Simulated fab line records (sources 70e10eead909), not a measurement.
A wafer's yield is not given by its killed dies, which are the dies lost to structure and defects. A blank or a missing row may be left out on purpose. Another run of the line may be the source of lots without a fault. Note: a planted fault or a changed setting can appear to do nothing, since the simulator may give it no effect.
A struck lot beside a sound one + flow nand-harc + 15 steps out of a route of 1302
Sound: the wafers L927.2, L927.4, L927.6. The struck wafers were L935.3, L935.4, L935.5. The cause is named last.
Per side, at each step with rows, come the tool, then ch with its chambers, and then its first start. Under that, the readings that differ: sound wafers + struck wafers + difference of the means + sigmas: that difference in standard deviations of wafers without a fault.
alike: readings with means less than 2 such deviations apart, plus words and numbers identical on both sides. not compared: withheld readings, readings lacking a value on some wafer, bounds such as >300 that could conceal the same value, and numbers that have no deviation in the record and whose values overlap.
A row with sigmas, a row that says differs or no value, or rows on one side alone: a step with any of these is where the two part. Non-overlapping numbers with no deviation appear without sigmas and do not part them. A reading that every wafer of one side lacks parts them only if that side has two wafers or more.

NHARC_A_CHANNEL_HOLE_D2_XSEM_32:
  sound on xsem-02 ch 0, day 16 06:22; struck on xsem-01 ch 0, day 19 12:33
  alike: bot-cd-nm, bow-nm, tilt-deg
NHARC_A_CHANNEL_HOLE_D2_INSPECT_40:
  sound: defect-inspect-02 at day 16 06:28; struck: defect-inspect-01 at day 19 12:38
| reading          | sound       | struck      | difference | sigmas |
|------------------|-------------|-------------|------------|--------|
| raw-defect-count | 203 205 163 | 374 347 427 | +192       | +3     |
then, 2 steps without rows for these wafers: NHARC_A_CHANNEL_FILL_D2_PRECLEAN_00 (cleans in SC1); NHARC_A_CHANNEL_FILL_D2_SRD_01.
NHARC_A_CHANNEL_FILL_D2_ALD_02: deposits SiO2, target thk 6 nm, pulse time 10 s, ald cycles 60.
  sound on ald-hk-02 ch 0,1,2, day 16 06:49; struck on ald-hk-02 ch 1,3, day 19 16:09
  alike: heater-power-w, precursor-pulse-height-rel
NHARC_A_CHANNEL_FILL_D2_ALD_03: deposits SiNx, target thk 6 nm, pulse time 60 s, ald cycles 58.
  sound: ald-sin-batch-01 ch 0; struck: ald-sin-batch-02 ch 0
  alike: precursor-pulse-height-rel
then, 2 steps without rows for these wafers: NHARC_A_CHANNEL_FILL_D2_ALD_14 (deposits SiO2, target thk 2.5 nm, pulse time 10 s, ald cycles 25); NHARC_A_CHANNEL_FILL_D2_ALD_15 (deposits SiNx, target thk 2 nm, pulse time 60 s, ald cycles 19).
NHARC_A_CHANNEL_FILL_D2_ALD_16: deposits SiO2, target thk 1.5 nm, pulse time 10 s, ald cycles 15.
  sound on ald-hk-03 ch 0,2,3, day 16 18:52; struck on ald-hk-02 ch 1,2,3, day 20 04:22
  alike: heater-power-w, precursor-pulse-height-rel
then, 3 steps without rows for these wafers: NHARC_A_CHANNEL_FILL_D2_ANNEAL_17 (time 1800 s); NHARC_A_CHANNEL_FILL_D2_CVD_18 (deposits poly-Si, target thk 3 nm); NHARC_A_CHANNEL_FILL_D2_ETCHBACK_19 (etches the open film in HBr/Cl2, target depth 5 nm, time 1.7 s).
NHARC_A_CHANNEL_FILL_D2_ETCHBACK_20: etches the open film in C4F8/O2/Ar, target depth 27 nm, time 13.5 s.
  sound on rie-diel-11 ch 0,2, day 17 06:28; struck on rie-diel-08 ch 2,3, day 20 15:47
  no value came back on the struck wafers for any of 5 readings (bias-w (W), chamber-pressure-mTorr (mTorr) and others); on the sound wafers bias-w (W) reads 1503 1510 1511
  not compared: rf-hours-counter-h
NHARC_A_CHANNEL_FILL_D2_STRIP_28: strips in O2, time 20 s.
  sound on rie-diel-11 ch 0,1,2, day 17 06:33; struck on rie-diel-08 ch 0,1, day 20 15:52
  alike: drypump-motor-current-A, oes-product-au, rf-vpp-V, showerhead-plenum-p-Torr, throttle-valve-pct
  not compared: rf-hours-counter-h
-- the record jumps here: 10 days lie between the struck wafers' starts before and after (it left off in module A_CHANNEL_FILL_D2 and takes up again in module END, whose first step shown is number 1302 of the route) --
NHARC_END_SORT_01:
  only the struck wafers appear in the record here, on prober-01 ch 0 at day 30 21:44; the sound ones have no rows

## WHERE THEY PART
First at NHARC_A_CHANNEL_HOLE_D2_INSPECT_40; last, within this record, at NHARC_END_SORT_01.

WHY: whatever the simulator had introduced
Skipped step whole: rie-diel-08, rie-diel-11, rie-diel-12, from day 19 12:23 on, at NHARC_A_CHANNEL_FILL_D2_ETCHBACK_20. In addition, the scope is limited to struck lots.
